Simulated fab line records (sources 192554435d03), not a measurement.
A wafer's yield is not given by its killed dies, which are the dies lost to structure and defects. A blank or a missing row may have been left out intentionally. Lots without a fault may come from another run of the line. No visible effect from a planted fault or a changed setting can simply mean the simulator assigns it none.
Code-filled problem report in 8D (eight disciplines) form || flow n5 finfet || the parts of the form that need people (team, actions taken, sign-off) are left out

1. THE ISSUE
A mean of 32.1 s is read at N5_BEOL_M7_CMP_52 for time to endpoint s, taken on 1 wafer of 1 lot, against 63.3 s (standard deviation 2.5) on wafers free of any fault. That is -12 standard deviations from the usual mean.
The step: polishes, stops on SiCOH lowk, t overpolish 6.9 s, target thk 80 nm.
First observed at day 14 05:04: wafer L100.5, on cmp-01. The record holds 33 wafers of 11 lots with a number at this step. The rule behind "out" and "out of limits": a value lying over 4 standard deviations away from the usual mean. The other wafers with a number count as sound.

2. WHAT IT IS; WHAT IT IS NOT
{"question": "which readings at this step", "is": "time to endpoint s", "is not": "motor current A, slurry filter dp kPa"}
{"question": "which lots", "is": "L100", "is not": "L104, L981, L982, L984, L985, L986, L988, L989, L990, L992"}
{"question": "which wafers of those lots", "is": "L100.5", "is not": "L100.3, L100.6"}
{"question": "read on which tools", "is": "cmp-01", "is not": "cmp-02, cmp-03"}
{"question": "when", "is": "from day 14 05:04", "is not": "up to then (29 sound wafers); but 3 sound wafers of L104 came after"}

3. WHAT RULES OUT EACH SUSPECT
Counting: if a tool at a process step up to the reading ran every lot that is out, it stays a suspect. Sound lots after the first of them don't rule it out here, since some wafers of a struck lot are sound.
- rie diel-01 at N5_BEOL_M7_TRENCH_ETCH_37 (etches SiCOH lowk in C4F6/O2, target depth 93.478 nm, time 31.2 s): kept. L100, the lot that is out, went through it at day 14 01:21; up to then, the latest sound lot through it was L992 at day 11 17:16. N5_BEOL_M7_TRENCH_ETCH_37: start missing for some lots; hours and lot order therefore follow N5_BEOL_M7_OCD_MEAS_38.
- ecd cu-01 at N5_BEOL_M7_ECD_50 (material Cu, target thk 300 nm): kept. L100, the lot that is out, went through it at day 14 04:39; up to then, the latest sound lot through it was L990 at day 11 15:26.
- cmp-01 at N5_BEOL_M7_CMP_52 (polishes, stops on SiCOH lowk, t overpolish 6.9 s, target thk 80 nm): kept. L100, the lot that is out, went through it at day 14 05:04; up to then, the latest sound lot through it was L989 at day 11 04:32. Out on those wafers are its own readings of time to endpoint s.
Still standing after the count: rie diel-01 at N5_BEOL_M7_TRENCH_ETCH_37, ecd cu-01 at N5_BEOL_M7_ECD_50, cmp-01 at N5_BEOL_M7_CMP_52.

4. THE CAUSE (what the simulator had put in)
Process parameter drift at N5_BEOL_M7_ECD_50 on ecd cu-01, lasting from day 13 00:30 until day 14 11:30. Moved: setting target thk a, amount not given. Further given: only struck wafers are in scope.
This tool is one of the 3 suspects left after counting.

5. SEQUENCE OF EFFECTS, ordered by route
Each row: a reading where the mean over the struck wafers with a number is more than 3 standard deviations away from the usual. Readings are gone through only where the record gives a usual standard deviation; hours: the median, over the lots, of the time from a lot's start at the first step in this table giving one to that lot's start at this step; sigmas: the change measured in usual standard deviations.
{"hours": 0, "step": "N5_BEOL_M7_CMP_52", "reading": "time to endpoint s", "usual": "63.3 s", "on struck wafers": 32.1, "change": -31.2, "sigmas": -12}
The process steps in it:
- N5_BEOL_M7_CMP_52: polishes, stops on SiCOH lowk, t overpolish 6.9 s, target thk 80 nm.
Later measuring or inspecting steps at which every struck wafer that the step has a row for has a number for every such reading, and none has moved that far: N5_BEOL_M7_THK_MEAS_53.

6. HOW IT WOULD HAVE BEEN CAUGHT EARLIER
The fault began at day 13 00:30; the first out-of-limits reading in this record came at day 14 05:04, 29 hours later.
By day 14 05:04, every lot that is out (1) had started N5_BEOL_M7_ECD_50 on ecd cu-01. A hold on the tool at that time would have spared none of them.
